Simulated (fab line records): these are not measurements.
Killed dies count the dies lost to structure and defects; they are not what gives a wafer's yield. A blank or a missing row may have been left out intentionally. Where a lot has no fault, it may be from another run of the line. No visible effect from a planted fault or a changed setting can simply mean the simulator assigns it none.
Comparing a struck lot with a sound one + flow n5Finfet + 17 out of 1938 route steps
Sound: these wafers, L334.2, L334.3, L334.4. The struck wafers were L347.2, L347.3, L347.4. Last of all comes the cause.
Order at every step that has rows: each side's tool, ch and its chambers, its first start. Under that, the readings that differ: sound wafers + struck wafers + difference of the means + sigmas: that difference in standard deviations of wafers without a fault.
alike: readings with means less than 2 such deviations apart, plus words and numbers identical on both sides. not compared: withheld readings, readings lacking a value on some wafer, bounds such as >300 that could conceal the same value, and numbers that have no deviation in the record and whose values overlap.
The two part at a step that has a row with sigmas, a row that says differs or no value, or rows on one side only. Non-overlapping numbers with no deviation appear without sigmas and do not part them. A reading missing from all wafers of one side parts the sides only when that side holds two or more wafers.

first, 3 steps without rows for these wafers: N5_BEOL_M14_PRECLEAN_39 (cleans in residue remover, time 60 s); N5_BEOL_M14_SRD_40 (time 30 s, dry time 30 s); N5_BEOL_M14_DEGAS_41 (time 60 s).
N5_BEOL_M14_PRE_CLEAN_42: time 30 s.
  struck on pvdSputter-01, day 15 23:13; sound on pvdSputter-03, day 11 22:56
  alike: heaterPowerW
then, 2 steps without rows for these wafers: N5_BEOL_M14_SPUTTER_43 (material TaN, target thk 15 nm, time 24.19 s); N5_BEOL_M14_SPUTTER_44 (material Ta, target thk 15 nm, time 24.19 s).
N5_BEOL_M14_SPUTTER_45: material Cu, target thk 100 nm, time 16.67 s.
  struck on pvdSputter-01, day 15 23:25; sound on pvdSputter-03, day 11 23:08
  alike: throttleValvePct
then, 1 step without rows for these wafers: N5_BEOL_M14_ECD_47 (material Cu, target thk 1248 nm).
N5_BEOL_M14_ANNEAL_48: time 90 s.
  sound on rtpAnneal-02 ch 0, day 12 00:09; struck on rtpAnneal-01 ch 0, day 15 23:46
  alike: wafer_temp_C_max
N5_BEOL_M14_CMP_49: polishes, stops on SiO2, t overpolish 5.2 s, target thk 560 nm.
  sound on cmp-04 ch 0,1,3, day 12 00:25; struck on cmp-03 ch 0,1,3, day 16 00:02
  alike: barrierFieldEndpointS, motorCurrentA, overpolishRunS, retainingRingPressureFrac, timeToEndpointS
N5_BEOL_M14_THK_MEAS_50: measures by xrf.
  struck on filmMetro-01, day 16 00:19; sound on filmMetro-02, day 12 00:43
  alike: M14_THK
then, 1 step without rows for these wafers: N5_BEOL_M14_PRE_CLEAN_52 (time 15 s).
N5_BEOL_M14_DEP_53: deposits SiCN from 3MS/NH3, target thk 50 nm, time 17.8 s.
  sound on pecvd-04 ch 0,1, day 12 00:46; struck on pecvd-02 ch 0,2, day 16 00:23
  alike: chamberPressureTorr, rfFwdPowerW, showerheadPlenumPTorr, throttleValvePct
N5_BEOL_M14_RS_MEAS_54: measurement is done with a four-point probe.
  struck on filmMetro-01, day 16 00:27; sound on filmMetro-01, day 12 00:50
  alike: M14_RS
N5_BEOL_M14_INSPECT_55: inspects for defects (darkfield).
  struck on defectInspect-01, day 16 00:29; sound on defectInspect-02, day 12 00:52
| reading        | sound    | struck      | difference | sigmas |
|----------------|----------|-------------|------------|--------|
| rawDefectCount | 76 68 87 | 436 456 435 | +365       | +16    |
N5_BEOL_M15_ILD_DEP_00: deposits SiO2 from TEOS/O2, target thk 1629.3 nm, time 346.1 s.
  sound on pecvd-03 ch 0,1,2, day 12 00:54; struck on pecvd-03 ch 0,1,2, day 16 00:31
  alike: chamberPressureTorr, heaterPowerW, rfFwdPowerW, showerheadPlenumPTorr, throttleValvePct
N5_PASSIVATION_PROBE_49:
  struck on prober-02, day 17 11:13; sound on prober-02, day 13 02:38
| reading                 | sound          | struck         | difference | sigmas |
|-------------------------|----------------|----------------|------------|--------|
| defectLimitedYield (%)  | 93.0 88.7 92.0 | 87.1 84.3 84.7 | -5.9       | -4     |
| killed_at_M0_to_M3      | 40 53 39       | 21 17 18       | -25        | -2     |
| killed_at_M4_up         | 5 18 8         | 86 118 89      | +87        | +16    |
| killedDies              | 83 133 94      | 152 185 180    | +69        | +4     |
| sort_bin_5_function (%) | 4.2 6.7 4.3    | 8.6 9.8 9.8    | +4.3       | +5     |
| sortNPass               | 1097 1047 1086 | 1028 995 1000  | -69        | -4     |
| sortYieldPct (%)        | 93.0 88.7 92.0 | 87.1 84.3 84.7 | -5.9       | -4     |
  alike: killedAtContacts, killedAtFrontEnd, killedAtOther, killedOpen, killedShort, sort_bin_6_memory, sort_bin_8_speed

WHERE THEY PART
Earliest at N5_BEOL_M14_INSPECT_55; latest, in this record, at N5_PASSIVATION_PROBE_49.

WHY: what the simulator had put in
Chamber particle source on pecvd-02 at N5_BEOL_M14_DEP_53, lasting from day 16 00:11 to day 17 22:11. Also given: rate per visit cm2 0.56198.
